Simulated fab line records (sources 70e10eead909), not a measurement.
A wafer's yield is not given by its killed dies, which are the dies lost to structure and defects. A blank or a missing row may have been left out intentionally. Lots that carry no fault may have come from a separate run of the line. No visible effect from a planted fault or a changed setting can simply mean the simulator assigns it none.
A lot that was struck, set against a sound lot | flow nand_harc | 15 out of 1302 route steps
Sound: wafers L835.1, L835.3, L835.4. Struck: wafer L831.4 (L831.1, L831.2, from the same lot, were not struck and are left out); the cause is given at the end.
Order at every step that has rows: each side's tool, ch and its chambers, its first start. Under that, the readings that differ: sound wafers | struck wafers | difference of the means | sigmas: that difference in standard deviations of wafers without a fault.
alike: readings with means less than 2 such deviations apart, plus words and numbers identical on both sides. not compared: withheld readings, readings lacking a value on some wafer, bounds such as >300 that could conceal the same value, and numbers that have no deviation in the record and whose values overlap.
Wherever a step has rows on one side only, a row that says differs or no value, or a row with sigmas, the two part there. Numbers that have no deviation but don't overlap get no sigmas and don't part them. A reading missing from all wafers of one side parts the sides only when that side holds two or more wafers.

NHARC_A_DECK1_JOINT_ETCHBACK_07: etches the open film in HBr, target depth 105 nm, time 26.9 s.
  sound on rie_si-03 ch 0,2,3, day 18 07:28; struck on rie_si-03 ch 3, day 16 19:27
  reading                | sound       | struck | difference | sigmas
  rf_hours_counter_h (h) | 0.0 0.0 0.0 | 0.9    | +0.9       |
  alike: drypump_motor_current_A, he_backside_leak_sccm, oes_product_au, run_length_s, throttle_valve_pct
then, 8 steps without rows for these wafers: NHARC_A_DECK1_JOINT_ETCH_25 (etches SiO2 in dHF, target depth 0.5 nm); NHARC_A_DECK1_JOINT_ETCH_19 (etches poly-Si in TMAH, target depth 3 nm); NHARC_A_DECK1_JOINT_ETCH_18 (etches SiO2 in dHF, target depth 3 nm); NHARC_A_DECK1_JOINT_WET_08 (chemistry H3PO4, time 86 s); NHARC_A_DECK1_JOINT_ETCH_09 (etches SiO2 in dHF, target depth 5 nm); NHARC_A_DECK1_JOINT_WET_10 (chemistry H3PO4, time 86 s); NHARC_A_DECK1_JOINT_ETCH_11 (etches SiO2 in dHF, target depth 35 nm); NHARC_A_DECK1_JOINT_CVD_12 (deposits poly-Si, target thk 90 nm, time 1800 s).
NHARC_A_DECK1_JOINT_CMP_13: polishes, target thk 51.023 nm.
  sound on cmp-01 ch 1,2,3, day 18 17:44; struck on cmp-01 ch 2, day 17 05:45
  alike: motor_current_A, time_to_endpoint_s
NHARC_A_DECK1_JOINT_THK_MEAS_14: measures by ellipsometry.
  sound on film_metro-01 at day 18 17:59; struck on film_metro-02 at day 17 06:00
  alike: thk_nm
following that, these wafers have no rows for 1 step: NHARC_A_DECK1_JOINT_SRD_04.
NHARC_A_DECK1_JOINT_ETCHBACK_00: etches the open film in HBr, target depth 30 nm, time 17.4 s.
  sound on rie_si-05 ch 0,2,3, day 18 18:07; struck on rie_si-04 ch 0, day 17 06:09
  reading          | sound          | struck | difference | sigmas
  run_length_s (s) | 38.8 38.5 38.7 | 43.7   | +5.0       | +11
  alike: drypump_motor_current_A, he_backside_leak_sccm, oes_product_au, throttle_valve_pct
  not compared: rf_hours_counter_h
then, 1 step without rows for these wafers: NHARC_A_DECK1_JOINT_PRECLEAN_30 (cleans in SC1).
NHARC_END_SORT_01:
  the record has rows for the sound wafers here (prober-01 ch 0, day 31 17:16) and none for the struck ones

WHERE THEY PART
Last at NHARC_END_SORT_01 as far as this record goes, first at NHARC_A_DECK1_JOINT_ETCHBACK_00.

WHY: the cause the simulator had injected
rie_si-04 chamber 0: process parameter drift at NHARC_A_DECK1_JOINT_ETCHBACK_00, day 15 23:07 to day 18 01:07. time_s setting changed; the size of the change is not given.
